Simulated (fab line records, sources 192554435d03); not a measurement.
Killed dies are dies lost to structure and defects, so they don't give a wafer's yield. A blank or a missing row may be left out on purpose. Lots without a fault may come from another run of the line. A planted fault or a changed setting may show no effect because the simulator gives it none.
A struck lot beside a sound one | flow n5_finfet | 15 steps out of a route of 1938
Sound: wafers L758.1, L758.4, L758.5. Struck: wafers L776.2, L776.4, L776.5. The cause comes at the end.
At each step with rows: each side's tool, then ch and its chambers, then its first start. Under that, the readings that differ: sound wafers | struck wafers | difference of the means | sigmas: that difference in standard deviations of wafers without a fault.
alike: readings whose means differ by less than 2 such deviations, and words and numbers that are the same on both sides. not compared: withheld readings, readings that some wafer has no value for, bounds like >300 that may hide the same value, and numbers for which the record gives no deviation and whose values overlap.
The two part at a step that has a row with sigmas, a row that says differs or no value, or rows on one side only. Numbers that don't overlap but have no deviation are shown without sigmas and don't part them. A reading that every wafer of one side lacks parts them only if that side has two wafers or more.

first, 9 steps without rows for these wafers: N5_MOL_CONTACT_COAG_DEVELOP_83 (develop time 30 s); N5_MOL_CONTACT_COAG_DESCUM_88 (chemistry O2, time 7 s); N5_MOL_CONTACT_COAG_ETCH_89 (etches underlayer in N2/H2, target depth 13 nm, time 10.4 s); N5_MOL_CONTACT_COAG_ETCH_90 (etches SiARC in CF4, target depth 13 nm, time 21.7 s); N5_MOL_CONTACT_COAG_ALD_131 (deposits SiO2, target thk 5 nm, pulse time 1 s, co reactant pulse time 1 s); N5_MOL_CONTACT_COAG_ETCHBACK_132 (etches SiO2 in CHF3, target depth 10 nm, time 6.7 s); N5_MOL_CONTACT_COAG_ETCH_91 (etches SOC in N2/H2, target depth 60 nm, overetch 21 nm, time 101.2 s); N5_MOL_CONTACT_COAG_STRIP_92 (strips in N2/H2); N5_MOL_CONTACT_COAG_STRIP_93 (strips in N2/H2).
N5_MOL_CONTACT_COAG_ETCHBACK_135: etches SiO2 in CHF3, target depth 25 nm, time 16.7 s.
  sound on rie_diel-04 ch 0,1,2, day 5 19:43; struck on rie_diel-02 ch 0,2, day 10 12:00
  no value came back on the struck wafers for any of 7 readings (CHF3_flow_sccm (sccm), bias_w (W) and others); on the sound wafers CHF3_flow_sccm (sccm) reads 50.07 50.04 50.10
  reading                                             | sound          | struck    | difference | sigmas
  model.SiARC_of_MOL_CONTACT_COAG_COAT_76.thk_nm (nm) | 0 0 0          | 6 5.8 5.8 | +6         |
  model.SOC_of_MOL_CONTACT_COAG_COAT_75.thk_nm (nm)   | 57.4 57.6 57.6 | 60 60 60  | +2         |
  not compared: rf_hours_counter_h
then, 1 step without rows for these wafers: N5_MOL_CONTACT_COAG_STRIP_118 (strips in CHF3).
N5_MOL_CONTACT_COAG_VIA_ETCH_46: etches SiO2 in C4F6/O2, target depth 46 nm, overetch 9.2 nm, time 40 s.
  sound on rie_diel-04 ch 0,1,2, day 5 19:44; struck on rie_diel-02 ch 0,2, day 10 12:02
  reading                                           | sound          | struck         | difference | sigmas
  model.SOC_of_MOL_CONTACT_COAG_COAT_75.thk_nm (nm) | 50.4 50.8 50.8 | 53.6 53.4 53.4 | +2.8       |
  alike: drypump_motor_current_A, oes_o_777_au, oes_product_au, rf_vpp_V, showerhead_plenum_p_Torr, throttle_valve_pct
  not compared: rf_hours_counter_h
then, 1 step without rows for these wafers: N5_MOL_CONTACT_COAG_STRIP_96 (strips in N2/H2).
-- the record jumps here: 3 days lie between the struck wafers' starts before and after (it left off in module MOL_CONTACT_COAG and takes up again in module BEOL_M4, whose first step shown is number 1111 of the route) --
N5_BEOL_M4_RC_MEAS_101:
  sound on prober-01 ch 0, day 8 17:28; struck on prober-02 ch 0, day 13 14:44
  reading       | sound          | struck         | difference | sigmas
  SS_P (mV/dec) | 73.8 73.3 73.8 | 72.3 72.8 72.1 | -1.2       | -2
  alike: DIBL_N, DIBL_P, IOFF_N, IOFF_P, ION_N, ION_P, SS_N, VT_N, VT_P
then, 1 step without rows for these wafers: N5_PASSIVATION_PROBE_49.

WHERE THEY PART
First at N5_MOL_CONTACT_COAG_ETCHBACK_135; last, within this record, at N5_BEOL_M4_RC_MEAS_101.

WHY: what the simulator had put in
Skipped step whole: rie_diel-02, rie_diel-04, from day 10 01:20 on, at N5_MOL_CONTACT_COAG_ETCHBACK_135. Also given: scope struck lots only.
